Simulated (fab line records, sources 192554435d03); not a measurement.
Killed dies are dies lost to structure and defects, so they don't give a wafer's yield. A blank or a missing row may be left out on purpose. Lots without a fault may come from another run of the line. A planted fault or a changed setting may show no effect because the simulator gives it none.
fab line records | flow n5_finfet
record lots=10 wafers=30 last_day=17
route steps=1938 shown BEOL_M15@1812 PASS1_DEP@1831 MIM_TOP_LITHO@1849 PASSIVATION@1936
lots that met no fault: from a run of the same line without faults
start_h: hours from the record's first day to the start of the lot's first wafer shown | wait_h: hours since the lot's step before | " the same as in the row above | L1.1+2: a row that stands for several wafers | - no value, or no start given | * or withheld: withheld | < > ~ a bound
route shown NAME@n: a module of which the file shows steps, and the number in the route of the first | usual: mean/standard deviation of fault-free wafers | same: alike in all rows | chamber/n: place in a boat | sites: the reading at each site | _std_site: their standard deviation | _edge_site: outer sites' mean less inner sites' | radius_mm: how far each site lies from the wafer's centre | mask NAME#n: copy n | behind: the tool/chamber that last shaped the wafer | hold: why the lot was held/for how many hours/how that ended | device: the transistor (n, p or np) that didn't switch | end of line: the same wafers' tests at the end of the route | a step without rows: its recipe alone | killed: dies lost to structure and defects at the first sort, not the wafer's yield | map: a wafer's dies, x killed, . not, _ none there
set.NAME: the setting as run; set.NAME@STEP: as run at that earlier step | model.NAME: the simulator's own value behind a step, which no gauge read
steps of the route over a sample of lots; a table a step, a row a wafer
services: from which hour (start_h, from the record's first day; less than 0 if before it) a tool's chamber was out of use, for how many hours, and why
## steps
# step N5_BEOL_M15_STRIP_62
# recipe chemistry=O2 power_w=600 temp_c=60 pressure_mtorr=30 rf_frequency_hz=6e+07 bias_power_w=0 overash_fraction=0.3 o2_flow_sccm=225
# usual drypump_motor_current_A=5.7/0.37 o2_flow_sccm=225.0/0.77 oes_product_au=0.79/0.07 rf_vpp_V=3.7/0.49 showerhead_plenum_p_Torr=2.10/0.045 throttle_valve_pct=16.62/0.22
# columns lot.wafer tool chamber start_h wait_h drypump_motor_current_A o2_flow_sccm oes_product_au rf_hours_counter_h rf_vpp_V showerhead_plenum_p_Torr throttle_valve_pct
L274.1 rie_diel-01 0 - - 5.6 225.5 0.75 157 3.5 2.10 16.73
L274.3 " 2 " " 5.7 225.0 0.83 75 4.0 2.04 16.40
L274.6 " 0 " " 5.6 225.1 0.75 - 3.4 2.10 16.72
L281.4 rie_diel-03 2 - - 5.4 226.2 0.72 175 4.3 2.08 16.65
L281.5 " 2 " " 5.5 225.5 0.71 - 3.6 2.08 16.64
L281.6 " 3 " " 6.2 225.2 0.84 - 3.7 2.13 16.59
L282.2 rie_diel-05 0 - - 5.7 225.7 0.98 2 3.3 2.07 16.65
L282.3 " 1 " " 6.2 225.6 0.77 122 3.3 2.11 17.00
L282.6 " 3 " " 5.4 224.9 0.71 - 3.1 2.08 17.20
L286.2 rie_diel-03 3 - - 6.3 224.6 0.83 86 3.8 2.13 16.61
L286.3 " 1 " " 6.1 224.8 0.71 203 3.9 2.17 16.74
L286.5 " 2 " " 5.5 225.2 0.71 - 4.1 2.08 16.67
L291.2 rie_diel-01 3 - - 5.2 224.8 0.88 55 4.3 2.12 16.40
L291.5 " 1 " " 5.7 224.8 0.79 - 4.2 2.11 16.70
L291.6 " 2 " " 5.7 225.0 0.77 - 4.3 2.03 16.50
L292.1 rie_diel-01 0 - - 5.6 224.9 0.72 191 4.5 2.09 16.77
L292.4 " 1 " " 5.7 225.1 0.79 131 3.6 2.11 16.71
L292.6 " 3 " " 5.2 223.9 0.87 - 3.9 2.12 16.39
L294.1 rie_diel-03 3 - - 6.3 224.3 0.80 105 4.4 2.12 16.64
L294.2 " 1 " " 6.1 223.1 0.69 220 4.4 2.17 16.77
L294.6 " 1 " " 6.1 223.0 0.69 - 3.7 2.17 16.78
L296.2 rie_diel-01 3 - - 5.2 224.8 0.85 65 3.2 2.12 16.42
L296.4 " 0 " " 5.6 225.0 0.70 201 4.0 2.08 16.80
L296.5 " 2 " " 5.7 225.5 0.77 - 4.0 2.02 16.50
L297.1 rie_diel-01 0 - - 5.6 225.1 0.71 201 4.2 2.09 16.79
L297.2 " 2 " " 5.7 225.1 0.77 125 3.5 2.02 16.50
L297.5 " 2 " " 5.7 224.1 0.77 - 3.2 2.02 16.51
L293.3 rie_diel-03 3 - - 6.2 223.5 0.80 109 3.2 2.12 16.65
L293.4 " 2 " " 5.5 224.6 0.70 - 3.5 2.07 16.70
L293.6 " 3 " " 6.2 224.2 0.80 - 4.5 2.12 16.65
# step N5_BEOL_M15_DEGAS_41
# recipe ambient=vacuum temp_c=300 time_s=60
# usual heater_power_w=474/57
# columns lot.wafer tool chamber start_h wait_h heater_power_w
L274.1 pvd_sputter-01 - 247.51 0.2 474
L274.3 " - " " 418
L274.6 " - " " 428
L281.4 pvd_sputter-03 - 300.86 0.1 462
L281.5 " - " " 487
L281.6 " - " " 415
L282.2 pvd_sputter-03 - 305.96 0.2 444
L282.3 " - " " 499
L282.6 " - " " 498
L286.2 pvd_sputter-01 - 317.83 0.3 423
L286.3 " - " " 494
L286.5 " - " " 514
L291.2 pvd_sputter-01 - 349.88 0.4 436
L291.5 " - " " 433
L291.6 " - " " 567
L292.1 pvd_sputter-01 - 350.78 0.3 507
L292.4 " - " " 429
L292.6 " - " " 507
L294.1 pvd_sputter-01 - 377.17 0.5 434
L294.2 " - " " 556
L294.6 " - " " 477
L296.2 pvd_sputter-02 - 384.40 0.0 438
L296.4 " - " " 395
L296.5 " - " " 431
L297.1 pvd_sputter-02 - 384.95 0.0 437
L297.2 " - " " 388
L297.5 " - " " 586
L293.3 pvd_sputter-01 - 385.59 0.0 443
L293.4 " - " " 504
L293.6 " - " " 556
# step N5_BEOL_M15_DEP_53
# recipe material=SiCN target_thk_a=500 temp_c=withheld precursor=3MS/NH3 pressure_torr=3 rf_w=675 time_s=17.8
# usual showerhead_plenum_p_Torr=4.161/0.017 throttle_valve_pct=17.8/0.73
# columns lot.wafer tool chamber start_h wait_h showerhead_plenum_p_Torr throttle_valve_pct
L274.1 pecvd-02 2 248.76 0.0 4.171 18.9
L274.3 " 1 " " 4.143 17.5
L274.6 " 0 " " 4.189 17.5
L281.4 pecvd-02 1 302.13 0.0 4.150 17.7
L281.5 " 2 " " 4.186 18.9
L281.6 " 0 " " 4.189 17.6
L282.2 pecvd-02 0 307.21 0.0 4.167 17.3
L282.3 " 1 " " 4.147 18.0
L282.6 " 2 " " 4.178 19.1
L286.2 pecvd-01 2 319.21 0.0 4.144 16.5
L286.3 " 0 " " 4.153 18.1
L286.5 " 1 " " 4.149 18.0
L291.2 pecvd-01 2 351.40 0.0 4.163 16.8
L291.5 " 0 " " 4.157 18.2
L291.6 " 2 " " 4.163 16.7
L292.1 pecvd-01 2 352.96 0.0 4.152 16.8
L292.4 " 0 " " 4.154 18.1
L292.6 " 2 " " 4.155 16.7
L294.1 pecvd-01 1 383.74 0.0 4.152 18.0
L294.2 " 2 " " 4.146 16.9
L294.6 " 1 " " 4.153 18.3
L296.2 pecvd-04 2 387.70 0.0 4.177 16.7
L296.4 " 0 " " 4.177 18.2
L296.5 " 1 " " 4.127 18.8
L297.1 pecvd-04 1 388.16 0.0 4.142 18.3
L297.2 " 0 " " 4.171 18.3
L297.5 " 1 " " 4.129 18.5
L293.3 pecvd-04 0 388.41 0.0 4.173 18.5
L293.4 " 1 " " 4.143 18.6
L293.6 " 2 " " 4.155 16.5
# step N5_BEOL_M15_INSPECT_55
# recipe inspect_instrument=darkfield mode=post_dep
# usual raw_defect_count=63/24
# columns lot.wafer tool chamber start_h wait_h raw_defect_count
L274.1 defect_inspect-01 - 248.86 0.0 54
L274.3 " - " " 72
L274.6 " - " " 51
L281.4 defect_inspect-01 - 302.20 0.0 97
L281.5 " - " " 84
L281.6 " - " " 555
L282.2 defect_inspect-01 - 307.31 0.0 542
L282.3 " - " " 60
L282.6 " - " " 47
L286.2 defect_inspect-01 - 319.30 0.0 24
L286.3 " - " " 48
L286.5 " - " " 59
L291.2 defect_inspect-02 - 351.49 0.0 73
L291.5 " - " " 99
L291.6 " - " " 95
L292.1 defect_inspect-01 - 353.05 0.0 35
L292.4 " - " " 51
L292.6 " - " " 40
L294.1 defect_inspect-02 - 383.84 0.0 59
L294.2 " - " " 89
L294.6 " - " " 63
L296.2 defect_inspect-01 - 387.80 0.0 66
L296.4 " - " " 96
L296.5 " - " " 70
L297.1 defect_inspect-01 - 388.25 0.0 95
L297.2 " - " " 30
L297.5 " - " " 43
L293.3 defect_inspect-02 - 388.50 0.0 67
L293.4 " - " " 100
L293.6 " - " " 45
# step N5_PASSIVATION_PECVD_00
# recipe material=SiO2 target_thk_a=2000 temp_c=400 precursor=SiH4/N2O pressure_torr=2.7 rf_w=608 time_s=11.2
# usual heater_power_w=707/110 showerhead_plenum_p_Torr=8.20/0.1 throttle_valve_pct=51.5/2
# columns lot.wafer tool chamber start_h wait_h heater_power_w showerhead_plenum_p_Torr throttle_valve_pct
L274.1 pecvd-04 2 249.85 0.8 829 8.20 46.4
L274.3 " 1 " " 697 8.04 52.5
L274.6 " 1 " " 690 8.05 52.7
L281.4 pecvd-02 0 303.21 0.4 699 8.27 50.2
L281.5 " 1 " " 634 8.08 50.2
L281.6 " 2 " " 858 8.26 53.9
L282.2 pecvd-04 0 308.30 0.7 937 8.24 51.5
L282.3 " 1 " " 709 8.08 52.5
L282.6 " 0 " " 933 8.21 51.7
L286.2 pecvd-03 0 320.29 0.7 567 8.06 54.0
L286.3 " 1 " " 564 8.20 51.2
L286.5 " 2 " " 710 8.34 51.0
L291.2 pecvd-03 2 352.48 0.7 768 8.34 50.9
L291.5 " 0 " " 587 8.05 53.5
L291.6 " 1 " " 608 8.20 51.4
L292.1 pecvd-03 0 354.05 0.8 566 8.04 53.7
L292.4 " 1 " " 570 8.22 51.4
L292.6 " 2 " " 669 8.33 50.6
L294.1 pecvd-02 2 384.83 0.8 866 8.26 55.0
L294.2 " 0 " " 746 8.25 50.1
L294.6 " 2 " " 705 8.26 54.7
L296.2 pecvd-03 2 388.78 0.7 721 8.35 51.1
L296.4 " 0 " " 623 8.05 54.0
L296.5 " 1 " " 538 8.21 51.1
L297.1 pecvd-04 2 389.24 0.8 776 8.19 46.8
L297.2 " 1 " " 716 8.08 52.6
L297.5 " 0 " " 908 8.21 52.2
L293.3 pecvd-02 2 389.74 0.5 849 8.27 55.1
L293.4 " 0 " " 648 8.29 50.2
L293.6 " 0 " " 674 8.30 50.2
# step N5_MIM_TOP_LITHO_INSPECT_12
# recipe mode=adi inspect_instrument=macro
# usual raw_defect_count=2.0/1.3
# columns lot.wafer tool chamber start_h wait_h raw_defect_count
L274.1 defect_inspect-01 - 253.95 0.0 2
L274.3 " - " " 0
L274.6 " - " " 1
L281.4 defect_inspect-02 - 307.97 0.0 2
L281.5 " - " " 3
L281.6 " - " " >300
L282.2 defect_inspect-01 - 315.35 0.0 >300
L282.3 " - " " 3
L282.6 " - " " 2
L286.2 defect_inspect-01 - 323.66 0.0 2
L286.3 " - " " 3
L286.5 " - " " 3
L291.2 defect_inspect-01 - 355.44 0.0 3
L291.5 " - " " 4
L291.6 " - " " 1
L292.1 defect_inspect-02 - 357.56 0.0 3
L292.4 " - " " 1
L292.6 " - " " 1
L294.1 defect_inspect-01 - 386.15 0.0 3
L294.2 " - " " 4
L294.6 " - " " 3
L296.2 defect_inspect-01 - 392.26 0.0 1
L296.4 " - " " 4
L296.5 " - " " 0
L297.1 defect_inspect-01 - 392.42 0.0 1
L297.2 " - " " 2
L297.5 " - " " 4
L293.3 defect_inspect-02 - 392.98 0.0 0
L293.4 " - " " 5
L293.6 " - " " 2
# step N5_PASSIVATION_PROBE_49
# usual defect_limited_yield=91.3/1.3 killed_at_M0_to_M3=33/8.9 killed_at_M4_up=15/5.4 killed_at_contacts=13/5.8 killed_at_front_end=39/9.9 killed_at_other=3.2/2.9 killed_dies=102/15 killed_open=68/12 killed_short=34/7.6 sort_bin_4_leakage=0.00/0.007 sort_bin_5_function=5.1/0.89 sort_bin_6_memory=3.2/0.63 sort_n_pass=1078/15 sort_yield_pct=91.3/1.3
# same gross_dies=1180 killed_at_back_side=0 sort_bin_8_speed[%]=0
# columns lot.wafer tool chamber start_h wait_h defect_limited_yield[%] killed_at_M0_to_M3 killed_at_M4_up killed_at_contacts killed_at_front_end killed_at_other killed_dies killed_open killed_short sort_bin_4_leakage[%] sort_bin_5_function[%] sort_bin_6_memory[%] sort_n_pass sort_yield_pct[%]
L281.4 prober-01 - 318.07 0.2 91.4 39 8 12 38 5 102 55 47 0 4.7 3.3 1078 91.4
L281.5 prober-01 - 318.12 0.2 90.3 36 13 16 45 4 114 79 35 0 5.2 4.2 1066 90.3
L281.6 prober-01 - 318.17 0.3 81.4 24 131 16 46 2 219 69 31 0 11.1 5.1 961 81.4
L282.2 prober-01 - 324.75 0.1 82.5 28 132 11 35 0 206 52 31 0 11.9 4.2 974 82.5
L282.3 prober-01 - 324.80 0.1 94.4 25 6 4 29 2 66 42 24 0 3.8 1.8 1114 94.4
L282.6 prober-01 - 324.95 0.3 93.0 24 7 20 28 4 83 55 27 0 4.5 2.3 1097 93.0
L286.3 prober-01 - 332.65 0.1 91.1 41 9 8 47 0 105 76 29 0 5.3 3.4 1075 91.1
L286.5 prober-01 - 332.75 0.2 91.9 33 9 11 35 7 95 63 32 0 4.8 2.9 1085 91.9
L291.2 prober-02 - 364.78 0.1 90.0 40 14 23 40 1 118 89 28 0 6.2 3.7 1062 90.0
L291.5 prober-02 - 364.93 0.2 89.8 42 15 15 48 0 120 75 44 0 6.0 3.6 1060 89.8
L291.6 prober-02 - 364.98 0.3 89.5 45 13 18 45 3 124 87 34 0 5.3 4.7 1056 89.5
L294.1 prober-02 - 396.61 0.0 91.3 39 16 7 36 5 103 77 26 0 5.3 2.7 1077 91.3
L294.2 prober-02 - 396.66 0.1 90.0 41 16 21 34 6 118 80 38 0 6.4 3.1 1062 90.0
L294.6 prober-02 - 396.86 0.3 91.5 35 13 12 36 4 100 71 29 0 5.2 3.1 1080 91.5
# killed by level:class
L281.4 BEOL_M0_SAQP:geometric_particle:short=13 FIN_SAQP:geometric_particle:short=9 BEOL_M0_SAQP:geometric_particle:open=9 FIN_SAQP:geometric_particle:open=8 MOL_CONTACT_COAG:geometric_particle:short=6 MOL_CONTACT_COAG:geometric_particle:open=6 STI_FIN_REVEAL:geometric_particle:open=4 DUMMY_GATE:geometric_particle:open=4
L281.5 BEOL_M0_SAQP:geometric_particle:open=14 MOL_CONTACT_COAG:geometric_particle:open=12 FIN_SAQP:geometric_particle:open=9 STI_FIN_REVEAL:geometric_particle:open=9 BEOL_M4:geometric_particle:open=8 BEOL_M2:geometric_particle:open=8 GATE_CUT:geometric_particle:short=7 BEOL_M0_SAQP:geometric_particle:short=7
L281.6 BEOL_M15:unspecified=119 MOL_CONTACT_COAG:geometric_particle:open=13 FIN_SAQP:geometric_particle:short=12 FIN_SAQP:geometric_particle:open=11 BEOL_M0_SAQP:geometric_particle:open=8 STI_FIN_REVEAL:geometric_particle:open=7 BEOL_M2:geometric_particle:open=6 BEOL_M4:geometric_particle:open=4
L282.2 BEOL_M15:unspecified=122 STI_FIN_REVEAL:geometric_particle:open=9 MOL_CONTACT_COAG:geometric_particle:open=8 BEOL_M0_SAQP:geometric_particle:short=7 BEOL_M2:geometric_particle:open=6 FIN_SAQP:geometric_particle:short=5 STI_FIN_REVEAL:geometric_particle:short=5 BEOL_M1:geometric_particle:open=4
L282.3 STI_FIN_REVEAL:geometric_particle:open=8 BEOL_M3:geometric_particle:open=7 FIN_SAQP:geometric_particle:short=6 BEOL_M2:geometric_particle:open=6 BEOL_M0_SAQP:geometric_particle:short=5 BEOL_M0_SAQP:geometric_particle:open=4 FIN_SAQP:geometric_particle:open=3 GATE_CUT:geometric_particle:short=3
L282.6 MOL_CONTACT_COAG:geometric_particle:open=12 MOL_CONTACT_COAG:geometric_particle:short=8 BEOL_M1:geometric_particle:open=8 BEOL_M2:geometric_particle:open=7 FIN_SAQP:geometric_particle:open=5 STI_FIN_REVEAL:geometric_particle:short=4 STI_FIN_REVEAL:geometric_particle:open=4 DUMMY_GATE:geometric_particle:open=4
L286.3 STI_FIN_REVEAL:geometric_particle:open=16 BEOL_M3:geometric_particle:open=13 BEOL_M0_SAQP:geometric_particle:short=8 BEOL_M2:geometric_particle:open=8 DUMMY_GATE:geometric_particle:open=7 BEOL_M0_SAQP:geometric_particle:open=7 FIN_SAQP:geometric_particle:open=6 MOL_CONTACT_COAG:geometric_particle:open=6
L286.5 FIN_SAQP:geometric_particle:open=10 FIN_SAQP:geometric_particle:short=9 MOL_CONTACT_COAG:geometric_particle:open=9 BEOL_M1:geometric_particle:open=8 DUMMY_GATE:geometric_particle:open=5 BEOL_M0_SAQP:geometric_particle:open=5 BEOL_M0_SAQP:geometric_particle:short=5 STI_FIN_REVEAL:geometric_particle:open=4
L291.2 MOL_CONTACT_COAG:geometric_particle:open=21 BEOL_M0_SAQP:geometric_particle:open=11 BEOL_M3:geometric_particle:open=11 STI_FIN_REVEAL:geometric_particle:open=10 FIN_SAQP:geometric_particle:short=8 BEOL_M2:geometric_particle:open=8 BEOL_M0_SAQP:geometric_particle:short=7 GATE_CUT:geometric_particle:open=5
L291.5 STI_FIN_REVEAL:geometric_particle:open=13 MOL_CONTACT_COAG:geometric_particle:open=12 BEOL_M0_SAQP:geometric_particle:short=12 BEOL_M0_SAQP:geometric_particle:open=9 BEOL_M3:geometric_particle:open=8 FIN_SAQP:geometric_particle:open=7 GATE_CUT:geometric_particle:short=6 BEOL_M2:geometric_particle:open=6
L291.6 MOL_CONTACT_COAG:geometric_particle:open=15 STI_FIN_REVEAL:geometric_particle:open=12 BEOL_M3:geometric_particle:open=12 BEOL_M0_SAQP:geometric_particle:open=10 BEOL_M1:geometric_particle:open=7 FIN_SAQP:geometric_particle:open=6 FIN_SAQP:geometric_particle:short=5 STI_FIN_REVEAL:geometric_particle:short=5
L294.1 FIN_SAQP:geometric_particle:open=16 BEOL_M0_SAQP:geometric_particle:open=9 BEOL_M2:geometric_particle:open=6 BEOL_M0:geometric_particle:open=6 BEOL_M3:geometric_particle:open=6 MOL_CONTACT_COAG:geometric_particle:open=5 BEOL_M0_SAQP:geometric_particle:short=5 BEOL_M4:geometric_particle:open=5
L294.2 MOL_CONTACT_COAG:geometric_particle:open=19 BEOL_M0_SAQP:geometric_particle:short=13 FIN_SAQP:geometric_particle:open=10 STI_FIN_REVEAL:geometric_particle:open=9 BEOL_M0_SAQP:geometric_particle:open=7 BEOL_M1:geometric_particle:open=7 BEOL_M1:geometric_particle:short=5 BEOL_M7:geometric_particle:open=5
L294.6 BEOL_M1:geometric_particle:open=12 BEOL_M4:geometric_particle:open=9 STI_FIN_REVEAL:geometric_particle:open=7 MOL_CONTACT_COAG:geometric_particle:open=7 BEOL_M0_SAQP:geometric_particle:open=7 BEOL_M3:geometric_particle:open=6 GATE_CUT:geometric_particle:short=5 MOL_CONTACT_COAG:geometric_particle:short=5
## services
# columns tool chamber start_h hours kind
rie_diel-01 - 232.90 2.8 pm
rie_diel-03 2 248.66 32.5 repair
rie_diel-05 - 255.94 4.4 repair
rie_diel-03 3 261.12 1.6 repair
rie_diel-05 0 261.54 - clean
rie_diel-05 0 261.54 - consumable_replace:focus_ring
rie_diel-05 - 265.35 34.4 repair
pecvd-03 1 272.89 2.1 scheduled_down
pecvd-01 1 274.01 5.5 scheduled_down
pecvd-01 - 330.40 2.8 pm
pecvd-03 - 331.52 6.0 pm
pvd_sputter-03 - 338.38 2.8 repair
rie_diel-03 1 349.49 7.0 repair
rie_diel-05 3 353.07 7.0 repair
pecvd-01 - 374.46 1.6 repair
pecvd-02 1 383.66 - clean
pecvd-02 1 383.66 - consumable_replace:showerhead
## key
first_sign step=N5_BEOL_M15_INSPECT_55 reading=raw_defect_count direction=up sigmas=20 usual=63 struck=548
effect step=N5_MIM_TOP_LITHO_INSPECT_12 reading=raw_defect_count direction=up sigmas=99+ usual=2.0 struck=>300
effect step=N5_PASSIVATION_PROBE_49 reading=killed_at_M4_up direction=up sigmas=22 usual=15 struck=132
more_kills_born_at N5_BEOL_M15_DEP_53@pecvd-02=241
met_at N5_BEOL_M15_DEP_53
struck_lots L281,L282
struck_wafers L281.6,L282.2
not_acting_at N5_BEOL_M15_STRIP_62,N5_BEOL_M15_DEGAS_41,N5_PASSIVATION_PECVD_00
onset_between 248.76 302.13
fault kind=chamber_particle_source tool=pecvd-02 chamber=0 onset_h=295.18 steps=N5_BEOL_M15_DEP_53 rate_per_visit_cm2=0.72702
